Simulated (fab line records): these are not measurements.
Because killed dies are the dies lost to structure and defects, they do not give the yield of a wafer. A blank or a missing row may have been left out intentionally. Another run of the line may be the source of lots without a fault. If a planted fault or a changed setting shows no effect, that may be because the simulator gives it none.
Which of the tools did it? -- flow n5Finfet -- 10 lots, 30 wafers sampled, at 6 steps of a route of 1938

== WHAT THE GAUGES SHOWED, per wafer ==
N5_BEOL_M9_OCD_MEAS_38.
lot,measured,on,trenchDepthNm (nm)
L510,day 10 10:55,ocd-02,155.4 151.7 152.1
L513,day 11 07:13,ocd-01,150.8 151.0 151.2
L514,day 11 12:02,ocd-01,149.4 154.4 149.4
L512,day 11 12:04,ocd-01,151.8 147.5 153.3
L515,day 11 15:54,ocd-01,151.4 153.4 151.7
L523,day 14 10:55,ocd-02,154.4 153.9 153.3
L527,day 14 17:25,ocd-02,149.9 150.6 153.0
L529,day 15 12:16,ocd-02,148.9 149.5 151.0
L530,day 15 14:13,ocd-01,151.1 152.2 158.2
L531,day 15 22:59,ocd-02,151.6 149.7 156.7

N5_BEOL_M9_INSPECT_58: inspects for defects (darkfield).
lot,measured,on,rawDefectCount
L510,day 10 13:38,defectInspect-01,42 48 54
L513,day 11 11:05,defectInspect-02,101 81 61
L514,day 11 14:52,defectInspect-01,75 122 124
L512,day 11 16:30,defectInspect-02,711 750 651
L515,day 11 18:06,defectInspect-02,666 733 660
L523,day 14 13:19,defectInspect-02,36 56 63
L527,day 14 21:41,defectInspect-01,65 57 98
L529,day 15 15:37,defectInspect-01,47 52 77
L530,day 15 18:08,defectInspect-01,107 101 57
L531,day 16 04:40,defectInspect-01,100 91 129

N5_BEOL_M10_INSPECT_13: inspects for defects (brightfield).
lot,measured,on,rawDefectCount
L510,day 10 18:17,defectInspect-01,322 550 539
L513,day 11 13:10,defectInspect-01,470 526 429
L514,day 11 16:55,defectInspect-02,447 583 623
L512,day 11 18:39,defectInspect-01,981 1041 938
L515,day 11 20:53,defectInspect-02,983 1117 1122
L523,day 14 15:26,defectInspect-01,433 417 518
L527,day 15 00:40,defectInspect-01,348 426 507
L529,day 15 17:30,defectInspect-01,281 313 421
L530,day 15 20:34,defectInspect-02,369 451 357
L531,day 16 07:49,defectInspect-01,401 358 599

== WHAT TOOL EACH LOT RAN ON (gives the tool, then ch and the chambers of the sampled wafers, and finally the start) ==
lot,N5_BEOL_M9_ETCH_41,N5_BEOL_M9_SURFACE_TREAT_79,N5_BEOL_M9_DEP_56
L510,"rieDiel-06 ch 0,2, day 10 10:55 or earlier","pvdSputter-02, day 10 12:16","pecvd-02 ch 0,1, day 10 13:32"
L513,"rieDiel-06 ch 0,2, day 11 07:13 or earlier","pvdSputter-03, day 11 08:46","pecvd-01 ch 0,2, day 11 10:59"
L514,"rieDiel-06 ch 1,3, day 11 12:02 or earlier","pvdSputter-02, day 11 13:20","pecvd-01 ch 0,1, day 11 14:46"
L512,"rieDiel-03 ch 0,1,2, day 11 12:04 or earlier","pvdSputter-03, day 11 13:25","pecvd-01 ch 0,1,2, day 11 16:25"
L515,"rieDiel-06 ch 2,3, day 11 15:54 or earlier","pvdSputter-03, day 11 16:53","pecvd-01 ch 1,2, day 11 18:00"
L523,"rieDiel-06 ch 0,1,3, day 14 10:55 or earlier","pvdSputter-02, day 14 12:06","pecvd-03 ch 0,1, day 14 13:12"
L527,"rieDiel-03 ch 1,2,3, day 14 17:25 or earlier","pvdSputter-03, day 14 20:19","pecvd-03 ch 0,1,2, day 14 21:35"
L529,"rieDiel-04 ch 2,3, day 15 12:16 or earlier","pvdSputter-01, day 15 13:40","pecvd-01 ch 0,1, day 15 15:31"
L530,"rieDiel-04 ch 0,1,2, day 15 14:13 or earlier","pvdSputter-01, day 15 16:52","pecvd-01 ch 0,1,2, day 15 18:02"
L531,"rieDiel-04 ch 0,1,3, day 15 22:59 or earlier","pvdSputter-02, day 16 03:14","pecvd-01 ch 0,1,2, day 16 04:34"
- N5_BEOL_M9_ETCH_41: etches SiCN in CH3F/O2, target depth 36.6 nm, time 70.1 s.
- N5_BEOL_M9_SURFACE_TREAT_79
- N5_BEOL_M9_DEP_56: deposits SiCN from 3MS/NH3, target thk 15 nm, time 26.5 s.

== WHAT THE TOOLS THEMSELVES READ (means of the sampled wafers that have a number; where no wafer has one, the mark that the record gives instead) ==
N5_BEOL_M9_ETCH_41.
lot,tool,CH3F_flow_sccm (sccm),drypumpMotorCurrentA (A),oesProductAu (a.u.),rfFwdPowerW (W),rfVppV (V),showerheadPlenumPTorr (Torr),throttleValvePct (%)
L510,rieDiel-06,30.03,5.5,0.73,391.1,298.4,2.04,16.43
L513,rieDiel-06,29.99,5.4,0.77,389.7,297.2,2.02,16.46
L514,rieDiel-06,29.99,5.9,0.75,390.2,297.5,1.99,16.53
L512,rieDiel-03,29.96,6.0,0.83,393.1,296.4,1.99,16.21
L515,rieDiel-06,29.98,5.4,0.83,391.7,297.9,2.02,16.28
L523,rieDiel-06,29.96,5.8,0.91,390.1,297.3,2.01,16.11
L527,rieDiel-03,30.08,6.2,0.76,392.3,297.7,2.03,16.42
L529,rieDiel-04,30.00,5.6,0.76,393.5,297.0,1.95,16.37
L530,rieDiel-04,30.06,5.8,0.87,391.0,296.9,1.97,16.27
L531,rieDiel-04,30.04,5.7,0.86,390.3,297.1,2.00,16.28

N5_BEOL_M9_DEP_56.
lot,tool,rfFwdPowerW (W),showerheadPlenumPTorr (Torr),throttleValvePct (%)
L510,pecvd-02,200.3,3.663,9.1
L513,pecvd-01,199.9,3.667,9.2
L514,pecvd-01,201.0,3.653,9.1
L512,pecvd-01,200.6,3.663,9.1
L515,pecvd-01,199.7,3.669,8.8
L523,pecvd-03,199.7,3.683,8.9
L527,pecvd-03,198.9,3.677,8.6
L529,pecvd-01,200.1,3.657,9.6
L530,pecvd-01,199.9,3.664,9.0
L531,pecvd-01,200.2,3.660,9.2

== THE ANSWER, worked out from the rows above alone ==
Rule: usual is defined by the lots themselves. Put in order of their means at a reading, lots are off if they are a third of the lots or fewer, leave a main group of 4 or more, and stand apart from it by a gap of 3 or more times the standard deviation of the main group's means; of several such gaps the widest counts. Not used: any main group whose means are identical at the precision the tables above print for the reading. Also off: a lot with no number at a reading for which 4 or more lots have one. The other lots that the step has rows for count as sound. Order of review: gauges by route order, followed by the tools' own readings, for which a lot's mean as printed above is used. The first step at which some lot is off is used, and at that step the reading that is off furthest; a lot without a number counts as furthest.
Off: L512, L515, at N5_BEOL_M9_INSPECT_58 (rawDefectCount). Mean 77 and standard deviation 22 in the main group.
A tool fits if, at a process step before that reading, it ran every lot that is off, and no sound lot after the first of them. The gauges at N5_BEOL_M9_INSPECT_58 are tried like those tools. Because N5_BEOL_M9_ETCH_41 lacks a start for some lots, the hours and order of its lots are taken from N5_BEOL_M9_OCD_MEAS_38. Of those tried, none fits.

== WHAT THE SIMULATOR HAD INSERTED ==
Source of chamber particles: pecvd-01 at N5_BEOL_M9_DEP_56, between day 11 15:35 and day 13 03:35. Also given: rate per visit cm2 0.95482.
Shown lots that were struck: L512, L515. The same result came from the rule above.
